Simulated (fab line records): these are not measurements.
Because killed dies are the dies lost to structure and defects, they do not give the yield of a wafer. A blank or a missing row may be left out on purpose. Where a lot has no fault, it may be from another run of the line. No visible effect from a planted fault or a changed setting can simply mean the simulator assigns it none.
A struck lot beside a sound one ; flow nand harc ; 15 steps out of a route of 1159
Sound: wafers L311.1, L311.4, L311.5. Struck: wafer L332.3. (L332.1, L332.6 of the same lot were not struck and are left out.) The cause comes at the end.
Per side, at each step with rows, come the tool, then ch with its chambers, and then its first start. Under that, the readings that differ: sound wafers ; struck wafers ; difference of the means ; sigmas: that difference in standard deviations of wafers without a fault.
alike: a reading whose means differ by less than 2 such deviations, as well as words and numbers matching on both sides. not compared: withheld readings; readings where some wafer has no value; bounds like >300 that might hide an equal value; numbers whose values overlap and for which the record gives no deviation.
The two part at a step that has a row with sigmas, a row that says differs or no value, or rows on one side only. When numbers do not overlap yet have no deviation, they are printed without sigmas and do not part them. A reading that every wafer of one side lacks parts them only if that side has two wafers or more.

NHARC_THIN_TSV_DEP_43: deposits SiO2, target thk 1328.5 nm.
  sound on pecvd-03 ch 1,2, day 21 13:29; struck on pecvd-01 ch 2, day 23 21:24
  alike: throttle valve pct
then, 8 steps without rows for these wafers: NHARC_THIN_TSV_DEHYDRATE_04 (time 120 s); NHARC_THIN_TSV_HMDS_05 (time 30 s); NHARC_THIN_TSV_COAT_06; NHARC_THIN_TSV_SOFTBAKE_07 (time 95 s); NHARC_THIN_TSV_EBR_08; NHARC_THIN_TSV_EXPOSE_09 (exposes mask TSV); NHARC_THIN_TSV_PEB_10 (peb time 85 s); NHARC_THIN_TSV_DEVELOP_11 (time 70 s).
NHARC_THIN_TSV_CD_MEAS_12: the cd target is 1000 nm.
  sound on cd sem-01 ch 0, day 21 14:07; struck on cd sem-03 ch 0, day 23 22:14
  alike: cd nm
then, 1 step without rows for these wafers: NHARC_THIN_TSV_HARDBAKE_13 (time 80 s).
NHARC_THIN_TSV_DESCUM_14: chemistry O2, time 3 s.
  sound on rie diel-10 ch 1,2,3, day 21 14:17; struck on rie diel-09 ch 0, day 23 22:24
  alike: drypump motor current A, oes product au, rf vpp V, showerhead plenum p Torr, throttle valve pct
  not compared: rf hours counter h
NHARC_THIN_TSV_ETCH_44: etches the open film in CF4/O2, target depth 1594.2 nm, time 797.1 s.
  sound on rie diel-10 ch 0,1, day 21 14:22; struck on rie diel-09 ch 0, day 23 22:29
reading;sound;struck;difference;sigmas
run length s (s);818.4 818.9 818.8;666.1;-152.6;-99 or more
  alike: drypump motor current A, oes product au, rf vpp V, showerhead plenum p Torr, throttle valve pct
  not compared: rf hours counter h
NHARC_THIN_TSV_ETCH_15: target depth 3000 nm, bosch target overetch cycles 2, bosch etch step 2.8 s.
  sound on rie si-03 ch 0,2,3, day 21 14:58; struck on rie si-04 ch 0, day 23 23:04
  alike: drypump motor current A
  not compared: rf hours counter h
-- record jumps: 2 days between struck wafers' starts before vs after; left off in module THIN_TSV, resumes in module END, first step shown is number 1159 of the route --
NHARC_END_SORT_01:
  the record has rows for the struck wafers here (prober-01 ch 0, day 26 00:38) and none for the sound ones

WHERE THEY PART
First at NHARC_THIN_TSV_ETCH_44; last, within this record, at NHARC_END_SORT_01.

WHY: what the simulator had put in
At NHARC_THIN_TSV_ETCH_44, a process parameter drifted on rie diel-09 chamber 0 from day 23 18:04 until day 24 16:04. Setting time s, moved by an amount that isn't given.
